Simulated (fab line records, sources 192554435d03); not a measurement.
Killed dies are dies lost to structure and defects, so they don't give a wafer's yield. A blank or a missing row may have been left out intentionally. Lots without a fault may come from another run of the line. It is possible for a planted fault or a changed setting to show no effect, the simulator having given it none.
A lot that was struck, set against a sound lot | flow n5-finfet | 37 out of 1938 route steps
Sound: these wafers, L452.1, L452.5, L452.6. The struck wafers were L462.3, L462.5, L462.6. Last of all comes the cause.
Each step with rows lists, per side, the tool, then ch with its chambers, then its first start. Under that, the readings that differ: sound wafers | struck wafers | difference of the means | sigmas: that difference in standard deviations of wafers without a fault.
alike: words and numbers the same on both sides, and readings whose means are apart by under 2 such deviations; not compared: readings that were withheld, readings missing a value for some wafer, numbers with overlapping values and no deviation given by the record, and bounds like >300 which may hide the same value.
The two part at a step that has a row with sigmas, a row that says differs or no value, or rows on one side only. When numbers do not overlap yet have no deviation, they are printed without sigmas and do not part them. A reading missing from all wafers of one side parts the sides only when that side holds two or more wafers.

first, 8 steps without rows for these wafers: N5_BEOL_M5_ANNEAL_51 (time 90 s); N5_BEOL_M5_CMP_52 (polishes, stops on SiCOH lowk, t overpolish 6.9 s, target thk 62 nm); N5_BEOL_M5_PRE_CLEAN_77 (time 15 s); N5_BEOL_M5_CO_CAP_78 (material Co, precursor CCTBA/H2, target thk 2 nm, time 102.1 s); N5_BEOL_M5_PRE_CLEAN_55 (time 15 s); N5_BEOL_M5_DEP_56 (deposits SiCN from 3MS/NH3, target thk 8 nm, time 14 s); N5_BEOL_M6_ILD_DEP_00 (deposits SiCOH lowk from DEMS/porogen, target thk 179.75 nm, time 33.4 s); N5_BEOL_M6_CURE_74 (cures SiCOH lowk, time 240 s).
N5_BEOL_M6_PECVD_70: deposits SiO2 from TEOS/O2, target thk 20 nm, time 22.7 s.
  sound on pecvd-03 ch 1,2, day 9 14:07; struck on pecvd-04 ch 0,1, day 12 02:26
  alike: heater-power-w, showerhead-plenum-p-Torr, throttle-valve-pct
  not compared: since-wet-clean-h
then, 9 steps without rows for these wafers: N5_BEOL_M6_HM_DEP_02 (deposits TiN, target thk 20 nm); N5_BEOL_M6_COAT_59 (time 60 s, resist thk 100 nm); N5_BEOL_M6_COAT_60 (time 60 s, resist thk 35 nm); N5_BEOL_M6_COAT_05 (resist thk 90 nm); N5_BEOL_M6_EBR_07; N5_BEOL_M6_SOFTBAKE_06 (time 60 s); N5_BEOL_M6_EXPOSE_08 (exposes mask M6); N5_BEOL_M6_PEB_09 (peb time 60 s); N5_BEOL_M6_DEVELOP_10 (develop time 30 s).
N5_BEOL_M6_INSPECT_13: inspects for defects (brightfield).
  struck on defect-inspect-02, day 12 06:01; sound on defect-inspect-01, day 9 17:53
  reading          | sound       | struck      | difference | sigmas
  raw-defect-count | 386 416 338 | 571 666 621 | +239       | +3
then, 16 steps without rows for these wafers: N5_BEOL_M6_DESCUM_16 (chemistry O2, time 7.9 s); N5_BEOL_M6_ETCH_61 (etches SiARC in CF4, target depth 45.5 nm, time 75.8 s); N5_BEOL_M6_ETCH_62 (etches SOC in N2/H2, target depth 110 nm, overetch 22 nm, time 165 s); N5_BEOL_M6_STRIP_68 (strips in N2/H2); N5_BEOL_M6_STRIP_67 (strips in CF4); N5_BEOL_M6_HM_OPEN_17 (chemistry Cl2/BCl3, target TiN, target depth 20 nm, overetch 6 nm); N5_BEOL_M6_STRIP_19 (strips in O2); N5_BEOL_M6_COAT_63 (time 60 s, resist thk 60 nm); N5_BEOL_M6_COAT_64 (time 60 s, resist thk 12 nm); N5_BEOL_M6_COAT_71 (time 60 s, resist thk 5 nm); N5_BEOL_M6_COAT_22 (resist thk 30 nm); N5_BEOL_M6_EBR_24; N5_BEOL_M6_SOFTBAKE_23 (time 60 s); N5_BEOL_M6_EXPOSE_25 (exposes mask V5, target cd 40 nm); N5_BEOL_M6_PEB_26 (peb time 60 s); N5_BEOL_M6_DEVELOP_27 (develop time 30 s).
N5_BEOL_M6_INSPECT_30: inspects for defects (brightfield).
  struck on defect-inspect-02, day 12 09:20; sound on defect-inspect-01, day 9 18:53
  reading          | sound       | struck      | difference | sigmas
  raw-defect-count | 398 401 352 | 551 689 616 | +235       | +3
-- record jumps: 4 days separate the struck wafers' starts on either side; left off in module BEOL_M6, taken up again in module PASSIVATION, whose first shown step is the route's number 1936 --
N5_PASSIVATION_PROBE_49:
  struck on prober-02, day 16 07:59; sound on prober-02, day 13 02:25
  reading                  | sound          | struck         | difference | sigmas
  defect-limited-yield (%) | 91.2 91.2 90.8 | 87.9 85.3 87.4 | -4.2       | -3
  killed_at_M4_up          | 12 21 15       | 64 79 64       | +53        | +10
  killed-dies              | 104 104 109    | 143 174 149    | +50        | +3
  killed-on-rim            | 11 19 18       | 26 33 36       | +16        | +4
  sort_bin_5_function (%)  | 5.5 5.2 5.1    | 7.2 8.8 7.2    | +2.5       | +3
  sort-n-pass              | 1076 1076 1071 | 1037 1006 1031 | -50        | -3
  sort-yield-pct (%)       | 91.2 91.2 90.8 | 87.9 85.3 87.4 | -4.2       | -3
  alike: killed_at_M0_to_M3, killed-at-contacts, killed-at-front-end, killed-at-other, killed-open, killed-short, sort_bin_6_memory

== WHERE THEY PART ==
Last at N5_PASSIVATION_PROBE_49 as far as this record goes, first at N5_BEOL_M6_INSPECT_13.

WHY: what had been put in by the simulator
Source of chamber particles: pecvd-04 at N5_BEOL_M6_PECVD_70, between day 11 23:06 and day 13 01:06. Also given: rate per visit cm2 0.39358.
